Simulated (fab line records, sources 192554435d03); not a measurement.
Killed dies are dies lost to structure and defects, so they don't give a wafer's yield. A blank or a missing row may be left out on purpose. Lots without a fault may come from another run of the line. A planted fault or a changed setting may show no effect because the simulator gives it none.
fab line records | flow n5_finfet
record lots=9 wafers=27 last_day=21
route steps=1938 shown GATE_CUT@499 MOL_CONTACT_COAG@519 BEOL_M4@1111 PASSIVATION@1936
lots that met no fault: from a run of the same line without faults
start_h: hours from the record's first day to the start of the lot's first wafer shown | wait_h: hours since the lot's step before | " the same as in the row above | L1.1+2: a row that stands for several wafers | - no value, or no start given | * or withheld: withheld | < > ~ a bound
route shown NAME@n: a module of which the file shows steps, and the number in the route of the first | usual: mean/standard deviation of fault-free wafers | same: alike in all rows | chamber/n: place in a boat | sites: the reading at each site | _std_site: their standard deviation | _edge_site: outer sites' mean less inner sites' | radius_mm: how far each site lies from the wafer's centre | mask NAME#n: copy n | behind: the tool/chamber that last shaped the wafer | hold: why the lot was held/for how many hours/how that ended | device: the transistor (n, p or np) that didn't switch | end of line: the same wafers' tests at the end of the route | a step without rows: its recipe alone | killed: dies lost to structure and defects at the first sort, not the wafer's yield | map: a wafer's dies, x killed, . not, _ none there
set.NAME: the setting as run; set.NAME@STEP: as run at that earlier step | model.NAME: the simulator's own value behind a step, which no gauge read
steps of the route over a sample of lots; a table a step, a row a wafer
services: from which hour (start_h, from the record's first day; less than 0 if before it) a tool's chamber was out of use, for how many hours, and why
## steps
# step N5_GATE_CUT_ETCH_19
# recipe chemistry=CH3F/O2 target=SiNx mask_material=SiO2 target_depth_a=537 time_s=76.7 pressure_mtorr=30 source_w=395 bias_w=73 Ar_flow_sccm=150 CH3F_flow_sccm=30 O2_flow_sccm=20 ion_energy_ev=120 ends=cleared
# usual drypump_motor_current_A=5.7/0.37 etch_rf_on_time_s=76.5/2.1 oes_product_au=0.70/0.075 rf_vpp_V=295/6.5 showerhead_plenum_p_Torr=2.02/0.065 throttle_valve_pct=16.24/0.26
# columns lot.wafer tool chamber start_h wait_h drypump_motor_current_A etch_rf_on_time_s oes_product_au rf_hours_counter_h rf_vpp_V showerhead_plenum_p_Torr throttle_valve_pct
L491.3 rie_diel-03 2 104.47 0.0 6.3 75.4 0.77 43 299 2.10 15.96
L491.5 " 0 " " 6.2 71.6 0.72 - 304 2.00 15.92
L491.6 " 1 " " 5.8 76.0 0.61 - 295 2.06 16.79
L493.2 rie_diel-06 2 118.49 0.0 5.2 78.6 0.79 7 285 2.07 15.95
L493.3 " 1 " " 5.5 78.3 0.59 211 295 2.05 16.39
L493.4 " 0 " " 6.2 77.1 0.70 73 289 2.02 16.07
L496.2 rie_diel-03 2 136.74 0.0 6.3 75.2 0.76 50 299 2.09 15.99
L496.5 " 1 " " 5.8 75.5 0.61 - 293 2.06 16.81
L496.6 " 2 " " 6.3 75.6 0.76 - 297 2.09 15.99
L497.2 rie_diel-02 2 139.12 0.0 5.7 75.9 0.67 127 291 1.86 16.43
L497.3 " 3 " " 5.9 75.6 0.65 158 304 2.07 16.25
L497.4 " 0 " " 5.8 77.4 0.58 229 293 2.00 16.73
L498.2 rie_diel-06 2 144.89 0.0 5.2 78.3 0.78 10 284 2.06 15.97
L498.4 " 1 " " 5.5 78.8 0.59 214 295 2.05 16.41
L498.5 " 2 " " 5.2 78.9 0.78 - 284 2.06 15.99
L499.1 rie_diel-03 2 148.50 0.0 6.2 74.1 0.76 51 300 2.09 16.01
L499.2 " 0 " " 6.1 70.8 0.72 105 305 2.00 15.93
L499.3 " 1 " " 5.8 75.5 0.61 208 294 2.05 16.81
L500.3 rie_diel-06 3 155.19 0.0 5.4 76.8 0.77 21 303 1.96 16.19
L500.4 " 2 " " 5.2 78.6 0.77 12 285 2.06 15.97
L500.5 " 0 " " 6.3 76.4 0.69 - 290 2.01 16.10
L509.2 rie_diel-06 0 210.55 0.0 6.2 76.9 0.68 90 290 2.01 16.14
L509.3 " 2 " " 5.2 77.8 0.75 26 284 2.06 16.01
L509.5 " 3 " " 5.4 77.0 0.75 - 303 1.95 16.23
L510.2 rie_diel-02 3 215.51 0.0 5.8 76.9 0.63 175 304 2.06 16.28
L510.3 " 0 " " 5.8 77.0 0.57 246 291 1.99 16.76
L510.4 " 1 " " 5.4 75.3 0.67 129 302 1.94 16.21
# step N5_GATE_CUT_CUT_ETCH_53
# recipe chemistry=SF6/Cl2 target=W mask_material=SiO2 target_depth_a=792 pressure_mtorr=8 icp_w=900 bias_w=80 SF6_flow_sccm=40 Cl2_flow_sccm=60 ends=cleared
# usual drypump_motor_current_A=5.8/0.4 etch_rf_on_time_s=25.5/0.89 oes_product_au=0.63/0.077 throttle_valve_pct=28.9/0.32
# columns lot.wafer tool chamber start_h wait_h drypump_motor_current_A etch_rf_on_time_s oes_product_au rf_hours_counter_h throttle_valve_pct
L491.3 rie_metal-02 0 104.59 0.1 6.2 27.0 0.62 - 29.4
L491.5 " 0 " " 6.2 26.7 0.64 - 29.4
L491.6 " 1 " " 6.1 25.1 0.57 - 29.0
L493.2 rie_metal-03 0 119.80 1.3 5.7 24.1 0.74 38 28.4
L493.3 " 0 " " 5.7 24.0 0.74 - 28.4
L493.4 " 1 " " 5.7 25.8 0.69 - 28.7
L496.2 rie_metal-03 1 136.85 0.1 5.6 26.2 0.68 58 28.7
L496.5 " 0 " " 5.7 24.5 0.74 - 28.4
L496.6 " 1 " " 5.6 26.4 0.69 - 28.7
L497.2 rie_metal-02 1 139.23 0.1 6.0 25.2 0.56 118 29.0
L497.3 " 1 " " 6.0 25.0 0.57 - 29.0
L497.4 " 0 " " 6.1 26.9 0.63 - 29.4
L498.2 rie_metal-02 0 145.00 0.1 6.2 26.6 0.63 71 29.4
L498.4 " 0 " " 6.2 26.7 0.63 - 29.4
L498.5 " 0 " " 6.2 26.5 0.64 - 29.4
L499.1 rie_metal-01 1 148.61 0.1 5.9 26.3 0.55 125 29.2
L499.2 " 0 " " 5.0 24.9 0.74 33 28.6
L499.3 " 0 " " 5.0 25.0 0.75 - 28.6
L500.3 rie_metal-02 0 155.32 0.1 6.2 26.9 0.63 - 29.4
L500.4 " 1 " " 6.0 24.9 0.57 - 28.9
L500.5 " 1 " " 6.0 24.9 0.56 - 28.9
L509.2 rie_metal-02 1 210.68 0.1 6.0 25.0 0.56 - 29.0
L509.3 " 1 " " 6.0 25.0 0.55 - 29.0
L509.5 " 1 " " 6.0 25.0 0.55 - 28.9
L510.2 rie_metal-02 1 215.64 0.1 6.0 25.1 0.55 - 29.0
L510.3 " 1 " " 6.0 25.2 0.55 - 29.0
L510.4 " 1 " " 6.0 25.2 0.55 - 29.0
# step N5_GATE_CUT_VAPOR_ETCH_49
# recipe chemistry=BCl3/Cl2 target=TiAlC mode=isotropic
# usual drypump_motor_current_A=5.8/0.4 oes_product_au=0.70/0.079
# columns lot.wafer tool chamber start_h wait_h drypump_motor_current_A oes_product_au
L491.3 rie_metal-02 0 104.79 0.0 6.2 0.71
L491.5 " 0 " " 6.1 0.70
L491.6 " 1 " " 6.1 0.62
L493.2 rie_metal-03 0 120.01 0.0 5.7 0.80
L493.3 " 0 " " 5.7 0.81
L493.4 " 1 " " 5.7 0.76
L496.2 rie_metal-03 1 137.06 0.0 5.6 0.76
L496.5 " 0 " " 5.7 0.80
L496.6 " 1 " " 5.7 0.76
L497.2 rie_metal-02 1 139.44 0.0 6.0 0.61
L497.3 " 1 " " 6.0 0.61
L497.4 " 0 " " 6.1 0.70
L498.2 rie_metal-02 0 145.21 0.0 6.1 0.70
L498.4 " 0 " " 6.1 0.71
L498.5 " 0 " " 6.1 0.71
L499.1 rie_metal-01 1 148.89 0.0 5.9 0.61
L499.2 " 0 " " 5.0 0.79
L499.3 " 0 " " 5.0 0.80
L500.3 rie_metal-02 0 155.52 0.0 6.1 0.71
L500.4 " 1 " " 6.0 0.61
L500.5 " 1 " " 6.0 0.61
L509.2 rie_metal-02 1 211.09 0.1 6.1 0.62
L509.3 " 1 " " 6.0 0.61
L509.5 " 1 " " 6.0 0.61
L510.2 rie_metal-02 1 216.05 0.1 6.0 0.61
L510.3 " 1 " " 6.1 0.60
L510.4 " 1 " " 6.0 0.61
# step N5_MOL_CONTACT_COAG_COAT_58
# recipe resist=underlayer temp_c=205 time_s=60 spin_rpm=1500 resist_thk_nm=10
# usual exhaust_pa=44.9/1 plate_temp_C=204.97/0.15 spin_speed_rpm=1500.0/0.97
# columns lot.wafer tool chamber start_h wait_h exhaust_pa plate_temp_C spin_speed_rpm
L491.3 litho_track-02 0 107.59 - 46.6 204.67 1498.5
L491.5 " 0 " " 46.3 204.93 1497.2
L491.6 " 0 " " 46.5 204.98 1498.9
L493.2 litho_track-04 0 123.12 - 44.9 204.82 1498.3
L493.3 " 0 " " 42.9 205.02 1500.3
L493.4 " 0 " " 44.4 204.98 1500.2
L496.2 litho_track-04 0 139.85 - 44.2 205.01 1500.2
L496.5 " 0 " " 44.7 204.95 1499.3
L496.6 " 0 " " 46.0 205.21 1499.9
L497.2 litho_track-04 0 142.24 - 46.0 204.77 1448.4
L497.3 " 0 " " 45.3 204.76 1448.8
L497.4 " 0 " " 45.4 204.83 1449.4
L498.2 litho_track-04 0 149.19 - 46.9 204.99 1449.9
L498.4 " 0 " " 45.9 204.98 1448.9
L498.5 " 0 " " 44.2 205.05 1448.4
L499.1 litho_track-04 0 151.78 - 45.3 205.06 1449.2
L499.2 " 0 " " 47.3 204.94 1450.9
L499.3 " 0 " " 44.1 205.19 1450.0
L500.3 litho_track-02 0 158.35 - 43.9 204.96 1499.6
L500.4 " 0 " " 44.1 204.81 1499.1
L500.5 " 0 " " 45.4 204.72 1500.5
L509.2 litho_track-04 0 213.93 - 44.1 204.88 1500.4
L509.3 " 0 " " 45.2 204.78 1501.5
L509.5 " 0 " " 44.7 204.79 1500.9
L510.2 litho_track-04 0 218.90 - 44.1 204.97 1499.4
L510.3 " 0 " " 44.1 204.84 1500.3
L510.4 " 0 " " 44.8 204.90 1501.6
# step N5_BEOL_M4_RC_MEAS_101
# usual DIBL_N=37.1/2.6 DIBL_P=38/3 IOFF_N=0.18/0.052 IOFF_P=0.25/0.06 ION_N=678/15 ION_P=467/8.6 SS_N=71.7/0.73 SS_P=73.7/0.89 VT_N=249/4.3 VT_P=-248/3.8
# columns lot.wafer tool chamber start_h wait_h DIBL_N[mV/V] DIBL_P[mV/V] IOFF_N[nA/um] IOFF_P[nA/um] ION_N[uA/um] ION_P[uA/um] SS_N[mV/dec] SS_P[mV/dec] VT_N[mV] VT_P[mV]
L491.3 prober-01 0 257.73 0.7 37.3 39 0.21 0.29 708 478 71.3 74.5 242 -242
L491.5 " 0 " " 36.6 36 0.16 0.23 683 467 72.1 73.8 248 -246
L491.6 " 0 " " 36.6 38 0.18 0.29 682 476 70.9 74.0 243 -243
L493.2 prober-02 0 273.11 0.2 34.7 34 0.13 0.22 659 464 71.6 73.4 251 -247
L493.3 " 0 " " 33.9 33 0.12 0.19 661 461 71.3 72.3 253 -251
L493.4 " 0 " " 34.8 35 0.13 0.23 674 475 71.1 72.6 255 -246
L497.2 prober-01 0 283.45 0.2 39.6 41 0.20 0.31 679 463 72.1 75.1 250 -246
L497.3 " 0 " " 37.3 38 0.16 0.21 690 469 71.5 73.7 252 -249
L497.4 " 0 " " 39.5 40 0.21 0.27 693 471 72.2 73.5 245 -247
L496.2 prober-02 0 285.15 0.2 40.1 41 0.23 0.33 688 477 71.7 74.0 246 -242
L496.5 " 0 " " 41.5 40 0.26 0.32 700 475 73.2 74.5 243 -243
L496.6 " 0 " " 40.5 39 0.26 0.30 686 470 71.8 74.3 242 -246
L499.1 prober-02 0 294.35 0.0 36.6 37 0.17 0.21 681 462 72.2 73.4 250 -248
L499.2 " 0 " " 35.2 37 0.15 0.21 683 474 71.9 73.5 251 -249
L499.3 " 0 " " 36.7 37 0.16 0.21 671 460 71.5 73.6 250 -251
L500.3 prober-02 0 300.52 0.3 36.7 38 0.18 0.25 675 469 71.2 73.2 246 -249
L500.4 " 0 " " 35.2 37 0.16 0.24 693 476 70.9 74.2 249 -247
L500.5 " 0 " " 37.4 39 0.19 0.26 671 461 71.9 74.3 248 -249
L498.2 prober-02 0 312.80 0.2 35.7 36 0.15 0.21 657 456 70.7 73.2 250 -249
L498.4 " 0 " " 35.8 39 0.15 0.27 663 469 71.8 73.0 251 -248
L498.5 " 0 " " 34.1 35 0.13 0.20 658 461 71.4 72.5 253 -252
L510.2 prober-02 0 367.82 0.2 36.5 39 0.19 0.26 704 484 71.2 74.6 244 -243
L510.3 " 0 " " 37.0 39 0.19 0.26 674 462 72.0 73.8 248 -248
L510.4 " 0 " " 38.3 41 0.23 0.30 700 477 71.3 74.7 245 -248
L509.2 prober-01 0 402.72 0.2 43.7 45 0.34 0.39 692 472 73.6 75.9 243 -243
L509.3 " 0 " " 38.2 38 0.18 0.24 696 478 71.0 73.4 249 -248
L509.5 " 0 " " 37.7 37 0.17 0.23 677 467 71.5 74.3 250 -248
# step N5_PASSIVATION_PROBE_49
# usual defect_limited_yield=91.4/1.4 killed_at_M0_to_M3=34/9.1 killed_at_M4_up=14/5.2 killed_at_contacts=12/6.4 killed_at_front_end=38/11 killed_at_other=3.7/2.8 killed_dies=102/17 killed_open=68/13 killed_short=32/7.8 sort_bin_4_leakage=0.05/0.3 sort_bin_5_function=5.1/1 sort_bin_6_memory=3.2/0.66 sort_n_pass=1076/19 sort_yield_pct=91.2/1.6
# same gross_dies=1180 killed_at_back_side=0 sort_bin_8_speed[%]=0
# columns lot.wafer tool chamber start_h wait_h defect_limited_yield[%] killed_at_M0_to_M3 killed_at_M4_up killed_at_contacts killed_at_front_end killed_at_other killed_dies killed_open killed_short sort_bin_4_leakage[%] sort_bin_5_function[%] sort_bin_6_memory[%] sort_n_pass sort_yield_pct[%]
L491.3 prober-01 - 359.22 0.1 92.1 28 20 13 27 5 93 62 27 0 4.5 3.2 1087 92.1
L491.5 prober-01 - 359.32 0.2 89.7 30 25 12 43 11 121 84 34 0 6.0 4.1 1059 89.7
L491.6 prober-01 - 359.37 0.3 89.7 50 14 9 39 9 121 84 36 0 5.3 4.7 1059 89.7
L493.2 prober-01 - 387.60 0.1 91.9 34 15 1 44 2 96 65 30 0 4.6 3.3 1084 91.9
L493.3 prober-01 - 387.65 0.1 90.8 31 10 16 50 1 108 64 42 0 6.2 2.5 1072 90.8
L493.4 prober-01 - 387.70 0.2 87.9 48 20 15 52 8 143 92 51 0 7.4 4.3 1037 87.9
L496.2 prober-02 - 392.30 0.1 87.8 33 24 40 43 4 144 102 42 0 8.3 3.6 1036 87.8
L496.5 prober-02 - 392.45 0.2 91.6 42 11 10 32 4 99 67 28 0 4.8 3.1 1081 91.6
L496.6 prober-02 - 392.50 0.3 91.5 19 22 20 37 2 100 70 30 0 5.8 2.6 1080 91.5
L497.2 prober-02 - 394.27 0.1 91.9 29 15 12 35 5 96 59 35 0 4.3 3.5 1084 91.9
L497.3 prober-02 - 394.32 0.1 92.4 23 18 16 31 2 90 63 27 0 4.0 3.2 1090 92.4
L497.4 prober-02 - 394.37 0.2 90.1 42 18 9 45 3 117 83 34 0 6.1 3.8 1063 90.1
L499.1 prober-01 - 398.52 0.0 90.4 22 4 16 67 4 113 67 45 0 5.8 3.6 1067 90.4
L499.2 prober-01 - 398.57 0.1 88.6 35 9 19 71 1 135 85 47 0 6.2 4.7 1045 88.6
L499.3 prober-01 - 398.62 0.1 91.4 25 8 17 50 1 101 62 37 0 4.7 3.6 1079 91.4
L500.3 prober-01 - 405.34 0.1 92.6 36 15 7 28 1 87 62 24 0 4.4 2.9 1093 92.6
L500.4 prober-01 - 405.39 0.2 90.1 36 27 5 47 2 117 85 27 0 5.3 4.3 1063 90.1
L500.5 prober-01 - 405.44 0.2 92.2 38 10 9 33 2 92 56 34 0 4.2 3.3 1088 92.2
L498.2 prober-02 - 419.54 0.1 91.4 37 8 17 33 6 101 65 33 0 4.7 3.4 1079 91.4
L498.4 prober-02 - 419.64 0.2 90.6 33 15 12 46 5 111 76 32 0 5.5 3.9 1069 90.6
L498.5 prober-02 - 419.69 0.2 92.6 24 11 6 40 6 87 63 24 0 4.1 3.1 1093 92.6
L510.2 prober-02 - 478.31 0.1 91.6 49 13 5 23 9 99 67 32 0 4.8 3.3 1081 91.6
L510.3 prober-02 - 478.36 0.1 92.2 36 15 12 28 1 92 70 22 0 4.7 3.0 1088 92.2
L510.4 prober-02 - 478.41 0.2 90.3 47 11 7 43 6 114 86 28 0 6.2 3.1 1066 90.3
L509.2 prober-02 - 508.68 0.1 93.1 19 13 10 36 4 82 56 26 3.22 3.6 3.1 1060 89.8
L509.3 prober-02 - 508.73 0.1 90.9 30 12 10 50 5 107 61 46 0 5.4 3.2 1073 90.9
L509.5 prober-02 - 508.83 0.2 91.9 31 12 6 36 10 95 71 23 0 4.9 2.7 1085 91.9
# killed by level:class
L491.3 BEOL_M4:geometric_particle:open=10 MOL_CONTACT_COAG:geometric_particle:open=8 BEOL_M2:geometric_particle:open=7 FIN_SAQP:geometric_particle:open=5 STI_FIN_REVEAL:geometric_particle:open=5 BEOL_M3:geometric_particle:open=5 MOL_CONTACT_COAG:geometric_particle:short=5 DUMMY_GATE:geometric_particle:open=4
L491.5 BEOL_M4:geometric_particle:open=17 STI_FIN_REVEAL:geometric_particle:open=16 MOL_CONTACT_COAG:geometric_particle:open=9 BEOL_M3:geometric_particle:open=7 FIN_SAQP:geometric_particle:open=6 GATE_CUT:geometric_particle:short=4 BEOL_M0_SAQP:geometric_particle:short=4 BEOL_M0_SAQP:geometric_particle:open=4
L491.6 BEOL_M2:geometric_particle:open=12 BEOL_M0:geometric_particle:open=10 MOL_CONTACT_COAG:geometric_particle:open=8 BEOL_M4:geometric_particle:open=8 BEOL_M0_SAQP:geometric_particle:short=7 FIN_SAQP:geometric_particle:open=6 STI_FIN_REVEAL:geometric_particle:open=6 BEOL_M3:geometric_particle:open=6
L493.2 STI_FIN_REVEAL:geometric_particle:open=8 DUMMY_GATE:geometric_particle:open=8 BEOL_M0_SAQP:geometric_particle:open=8 BEOL_M0_SAQP:geometric_particle:short=7 BEOL_M1:geometric_particle:open=7 FIN_SAQP:geometric_particle:short=6 BEOL_M3:geometric_particle:open=6 BEOL_M2:geometric_particle:open=5
L493.3 STI_FIN_REVEAL:geometric_particle:open=19 MOL_CONTACT_COAG:geometric_particle:open=12 FIN_SAQP:geometric_particle:short=9 BEOL_M1:geometric_particle:open=7 BEOL_M2:geometric_particle:open=6 MOL_CONTACT_COAG:geometric_particle:short=4 DUMMY_GATE:geometric_particle:open=4 BEOL_M3:geometric_particle:short=4
L493.4 STI_FIN_REVEAL:geometric_particle:open=16 FIN_SAQP:geometric_particle:short=13 MOL_CONTACT_COAG:geometric_particle:open=13 BEOL_M1:geometric_particle:open=11 BEOL_M4:geometric_particle:open=11 BEOL_M0_SAQP:geometric_particle:short=8 BEOL_M0_SAQP:geometric_particle:open=6 BEOL_M3:geometric_particle:open=6
L496.2 MOL_CONTACT_COAG:geometric_particle:open=34 FIN_SAQP:geometric_particle:open=15 BEOL_M4:geometric_particle:open=14 BEOL_M0_SAQP:geometric_particle:open=8 GATE_CUT:geometric_particle:short=7 BEOL_M3:geometric_particle:open=7 FIN_SAQP:geometric_particle:short=6 BEOL_M0_SAQP:geometric_particle:short=6
L496.5 BEOL_M2:geometric_particle:open=13 BEOL_M3:geometric_particle:open=11 MOL_CONTACT_COAG:geometric_particle:open=8 DUMMY_GATE:geometric_particle:open=7 BEOL_M0_SAQP:geometric_particle:short=6 BEOL_M4:geometric_particle:open=5 GATE_CUT:geometric_particle:short=4 BEOL_M0_SAQP:geometric_particle:open=4
L496.6 FIN_SAQP:geometric_particle:open=17 MOL_CONTACT_COAG:geometric_particle:open=14 BEOL_M4:geometric_particle:open=10 MOL_CONTACT_COAG:geometric_particle:short=6 BEOL_M3:geometric_particle:open=6 GATE_CUT:geometric_particle:short=4 FIN_SAQP:geometric_particle:short=3 DUMMY_GATE:geometric_particle:open=3
L497.2 FIN_SAQP:geometric_particle:open=10 MOL_CONTACT_COAG:geometric_particle:open=7 BEOL_M0_SAQP:geometric_particle:short=7 BEOL_M1:geometric_particle:open=7 FIN_SAQP:geometric_particle:short=5 MOL_CONTACT_COAG:geometric_particle:short=5 BEOL_M0_SAQP:geometric_particle:open=5 BEOL_M4:geometric_particle:open=5
L497.3 MOL_CONTACT_COAG:geometric_particle:open=15 FIN_SAQP:geometric_particle:short=14 FIN_SAQP:geometric_particle:open=6 BEOL_M0_SAQP:geometric_particle:open=6 BEOL_M4:geometric_particle:open=6 BEOL_M1:geometric_particle:open=5 BEOL_M0_SAQP:geometric_particle:short=4 GATE_CUT:geometric_particle:open=3
L497.4 FIN_SAQP:geometric_particle:open=15 BEOL_M4:geometric_particle:open=11 BEOL_M3:geometric_particle:open=9 FIN_SAQP:geometric_particle:short=8 BEOL_M0_SAQP:geometric_particle:short=7 BEOL_M1:geometric_particle:open=7 BEOL_M2:geometric_particle:open=7 MOL_CONTACT_COAG:geometric_particle:open=6
L499.1 FIN_SAQP:geometric_particle:short=19 FIN_SAQP:geometric_particle:open=14 MOL_CONTACT_COAG:geometric_particle:open=12 STI_FIN_REVEAL:geometric_particle:open=7 STI_FIN_REVEAL:geometric_particle:short=5 DUMMY_GATE:geometric_particle:open=5 BEOL_M3:geometric_particle:open=5 BEOL_M3:geometric_particle:short=5
L499.2 FIN_SAQP:geometric_particle:open=21 STI_FIN_REVEAL:geometric_particle:open=16 MOL_CONTACT_COAG:geometric_particle:open=13 FIN_SAQP:geometric_particle:short=9 MOL_CONTACT_COAG:geometric_particle:short=6 BEOL_M3:geometric_particle:open=6 BEOL_M0:geometric_particle:short=6 BEOL_M0_SAQP:geometric_particle:short=6
L499.3 MOL_CONTACT_COAG:geometric_particle:open=15 STI_FIN_REVEAL:geometric_particle:open=11 FIN_SAQP:geometric_particle:open=9 FIN_SAQP:geometric_particle:short=8 BEOL_M0_SAQP:geometric_particle:short=8 BEOL_M0_SAQP:geometric_particle:open=8 GATE_CUT:geometric_particle:short=7 BEOL_M5:geometric_particle:open=5
L500.3 BEOL_M0_SAQP:geometric_particle:open=11 BEOL_M4:geometric_particle:open=9 FIN_SAQP:geometric_particle:open=8 BEOL_M1:geometric_particle:open=8 GATE_CUT:geometric_particle:short=5 BEOL_M2:geometric_particle:open=5 MOL_CONTACT_COAG:geometric_particle:open=4 BEOL_M0_SAQP:geometric_particle:short=4
L500.4 BEOL_M4:geometric_particle:open=14 BEOL_M2:geometric_particle:open=11 BEOL_M0_SAQP:geometric_particle:open=9 FIN_SAQP:geometric_particle:open=8 DUMMY_GATE:geometric_particle:open=8 STARTING-WAFER:geometric_particle:open=6 FIN_SAQP:geometric_particle:short=5 GATE_CUT:geometric_particle:open=5
L500.5 BEOL_M2:geometric_particle:open=9 MOL_CONTACT_COAG:geometric_particle:open=8 BEOL_M0_SAQP:geometric_particle:open=8 BEOL_M1:geometric_particle:open=8 BEOL_M0_SAQP:geometric_particle:short=6 FIN_SAQP:geometric_particle:open=5 GATE_CUT:geometric_particle:short=4 STARTING-WAFER:geometric_particle:short=4
L498.2 BEOL_M2:geometric_particle:open=15 MOL_CONTACT_COAG:geometric_particle:open=12 FIN_SAQP:geometric_particle:open=7 BEOL_M0_SAQP:geometric_particle:open=7 STI_FIN_REVEAL:geometric_particle:open=5 BEOL_M0_SAQP:geometric_particle:short=5 BEOL_M3:geometric_particle:open=5 FIN_SAQP:geometric_particle:short=4
L498.4 FIN_SAQP:geometric_particle:open=20 BEOL_M2:geometric_particle:open=12 MOL_CONTACT_COAG:geometric_particle:open=8 BEOL_M4:geometric_particle:open=7 STI_FIN_REVEAL:geometric_particle:open=6 BEOL_M3:geometric_particle:open=6 BEOL_M0_SAQP:geometric_particle:short=5 FIN_SAQP:geometric_particle:short=4
L498.5 STI_FIN_REVEAL:geometric_particle:open=12 BEOL_M2:geometric_particle:open=7 FIN_SAQP:geometric_particle:short=6 GATE_CUT:geometric_particle:short=5 MOL_CONTACT_COAG:geometric_particle:open=5 FIN_SAQP:geometric_particle:open=4 BEOL_M0_SAQP:geometric_particle:open=4 BEOL_M1:geometric_particle:open=4
L510.2 BEOL_M2:geometric_particle:open=13 BEOL_M1:geometric_particle:open=11 BEOL_M0_SAQP:geometric_particle:open=8 STI_FIN_REVEAL:geometric_particle:open=7 BEOL_M4:geometric_particle:open=7 GATE_CUT:geometric_particle:short=6 PASS1_CAP:geometric_particle:short=6 BEOL_M3:geometric_particle:open=5
L510.3 STI_FIN_REVEAL:geometric_particle:open=12 BEOL_M2:geometric_particle:open=12 MOL_CONTACT_COAG:geometric_particle:open=10 BEOL_M3:geometric_particle:open=7 BEOL_M4:geometric_particle:open=6 BEOL_M0_SAQP:geometric_particle:open=5 GATE_CUT:geometric_particle:short=4 BEOL_M5:geometric_particle:open=4
L510.4 STI_FIN_REVEAL:geometric_particle:open=20 BEOL_M2:geometric_particle:open=13 BEOL_M3:geometric_particle:open=8 MOL_CONTACT_COAG:geometric_particle:open=7 BEOL_M0_SAQP:geometric_particle:short=7 BEOL_M0_SAQP:geometric_particle:open=7 FIN_SAQP:geometric_particle:open=5 BEOL_M1:geometric_particle:open=5
L509.2 FIN_SAQP:geometric_particle:open=10 DUMMY_GATE:geometric_particle:open=7 FIN_SAQP:geometric_particle:short=6 MOL_CONTACT_COAG:geometric_particle:open=6 BEOL_M2:geometric_particle:open=6 GATE_CUT:geometric_particle:short=4 MOL_CONTACT_COAG:geometric_particle:short=4 BEOL_M0_SAQP:geometric_particle:short=4
L509.3 FIN_SAQP:geometric_particle:open=12 FIN_SAQP:geometric_particle:short=8 GATE_CUT:geometric_particle:short=7 BEOL_M1:geometric_particle:open=7 DUMMY_GATE:geometric_particle:open=6 STI_FIN_REVEAL:geometric_particle:open=5 MOL_CONTACT_COAG:geometric_particle:short=5 MOL_CONTACT_COAG:geometric_particle:open=5
L509.5 DUMMY_GATE:geometric_particle:open=10 BEOL_M0_SAQP:geometric_particle:open=6 BEOL_M1:geometric_particle:open=6 BEOL_M2:geometric_particle:open=6 FIN_SAQP:geometric_particle:open=5 BEOL_M0_SAQP:geometric_particle:short=5 BEOL_M4:geometric_particle:open=5 ILD0:geometric_particle:open=4
## services
# columns tool chamber start_h hours kind
rie_metal-03 - 87.47 0.3 repair
rie_metal-01 - 104.04 2.8 pm
rie_diel-06 - 105.21 0.6 repair
rie_diel-02 1 124.87 2.3 repair
rie_metal-03 - 147.94 3.5 repair
rie_metal-02 0 195.10 26.1 repair
rie_diel-02 1 203.70 9.6 repair
rie_metal-01 1 207.18 - clean
rie_metal-01 1 207.18 17.1 scheduled_down
rie_metal-01 1 207.18 17.1 vent_cycle
rie_diel-02 0 216.37 5.1 repair
## key
first_sign step=N5_MOL_CONTACT_COAG_COAT_58 reading=spin_speed_rpm direction=down sigmas=52 usual=* struck=*
effect none on later readings
met_at N5_MOL_CONTACT_COAG_COAT_58
struck_lots L497,L498,L499
not_acting_at N5_GATE_CUT_ETCH_19,N5_GATE_CUT_CUT_ETCH_53,N5_GATE_CUT_VAPOR_ETCH_49
onset_between 139.85 142.24
fault kind=process_parameter_drift tool=litho_track-04 chamber=- onset_h=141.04 steps=N5_MOL_CONTACT_COAG_COAT_58 channel=spin_rpm offset=* shape=step end_h=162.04 acts_in=* stated=*
